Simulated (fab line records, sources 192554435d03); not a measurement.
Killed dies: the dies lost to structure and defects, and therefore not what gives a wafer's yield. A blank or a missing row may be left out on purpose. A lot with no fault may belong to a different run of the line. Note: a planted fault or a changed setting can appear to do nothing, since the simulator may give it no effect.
Chamber matching / flow n5 finfet / N5_HKMG_FIN_CMP_23 on cmp-01: 4 sister chambers
The step polishes, stops on SiNx, t overpolish 10 s, target thk 46.326 nm. 14 wafers are shown with their chamber, then 7 later ones without.

## WAFERS WITH THEIR CHAMBER
wafer=L074.1; chamber=3; time to endpoint s (s)=7; motor current A (A)=12.2; edge zone pressure frac=0.993
wafer=L074.4; chamber=0; time to endpoint s (s)=7; motor current A (A)=11.4; edge zone pressure frac=1.002
wafer=L074.5; chamber=3; time to endpoint s (s)=8; motor current A (A)=11.8; edge zone pressure frac=1.003
wafer=L075.4; chamber=1; time to endpoint s (s)=5; motor current A (A)=11.8; edge zone pressure frac=0.987
wafer=L075.5; chamber=0; time to endpoint s (s)=8; motor current A (A)=12.2; edge zone pressure frac=0.999
wafer=L075.6; chamber=3; time to endpoint s (s)=9; motor current A (A)=12.7; edge zone pressure frac=0.994
wafer=L076.2; chamber=2; time to endpoint s (s)=13; motor current A (A)=11.2; edge zone pressure frac=0.997
wafer=L076.3; chamber=0; time to endpoint s (s)=11; motor current A (A)=12.7; edge zone pressure frac=1.002
wafer=L076.4; chamber=1; time to endpoint s (s)=10; motor current A (A)=12.1; edge zone pressure frac=0.999
wafer=L086.1; chamber=1; time to endpoint s (s)=10; motor current A (A)=11.5; edge zone pressure frac=0.994
wafer=L086.3; chamber=3; time to endpoint s (s)=11; motor current A (A)=11.6; edge zone pressure frac=0.999
wafer=L086.5; chamber=1; time to endpoint s (s)=11; motor current A (A)=11.7; edge zone pressure frac=1.001
wafer=L088.1; chamber=2; time to endpoint s (s)=13; motor current A (A)=11.7; edge zone pressure frac=1.003
wafer=L088.3; chamber=0; time to endpoint s (s)=11; motor current A (A)=11.8; edge zone pressure frac=1.004

SIGNATURES (means of the wafers above)
reading=time to endpoint s; chamber 0=9.25; chamber 1=9.00; chamber 2=13.00; chamber 3=8.75; scatter within a chamber=2.09
reading=motor current A; chamber 0=12.025; chamber 1=11.775; chamber 2=11.450; chamber 3=12.075; scatter within a chamber=0.441
reading=edge zone pressure frac; chamber 0=1.00175; chamber 1=0.99525; chamber 2=1.00000; chamber 3=0.99725; scatter within a chamber=0.00461
Rule: a wafer's distance from a chamber is the root of the sum, over the readings, of the square of ((its reading less the chamber's mean) divided by the reading's scatter). If the next closest chamber is less than 2 further off than the closest, the wafer can't be placed; otherwise it belongs to the closest. The scatter: the root of (the sum of the squares of (reading less its chamber's mean) over the shown wafers, divided by (wafers less chambers)).

## WAFERS MISSING THEIR CHAMBER
wafer=L088.4; time to endpoint s (s)=13; motor current A (A)=11.2; edge zone pressure frac=1.000
wafer=L089.1; time to endpoint s (s)=11; motor current A (A)=12.3; edge zone pressure frac=0.992
wafer=L089.4; time to endpoint s (s)=12; motor current A (A)=11.9; edge zone pressure frac=0.998
wafer=L089.5; time to endpoint s (s)=11; motor current A (A)=12.3; edge zone pressure frac=0.992
wafer=L091.2; time to endpoint s (s)=7; motor current A (A)=12.1; edge zone pressure frac=1.005
wafer=L091.3; time to endpoint s (s)=10; motor current A (A)=11.2; edge zone pressure frac=0.998
wafer=L091.6; time to endpoint s (s)=9; motor current A (A)=12.2; edge zone pressure frac=1.003

## THE CHAMBER EACH PASSED THROUGH
wafer=L088.4; from the rows above=can't be placed: 2 or 1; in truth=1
wafer=L089.1; from the rows above=can't be placed: 3 or 1 or 0 or 2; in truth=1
wafer=L089.4; from the rows above=can't be placed: 2 or 0 or 1 or 3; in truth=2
wafer=L089.5; from the rows above=can't be placed: 3 or 1 or 0 or 2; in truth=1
wafer=L091.2; from the rows above=can't be placed: 0 or 3 or 1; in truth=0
wafer=L091.3; from the rows above=can't be placed: 1 or 2 or 0 or 3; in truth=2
wafer=L091.6; from the rows above=can't be placed: 0 or 3 or 1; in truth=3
Correctly placed: 0 of 7. Unplaceable from these rows: 7, with the true chamber sitting among the candidates in 7. Placed wrongly: 0.
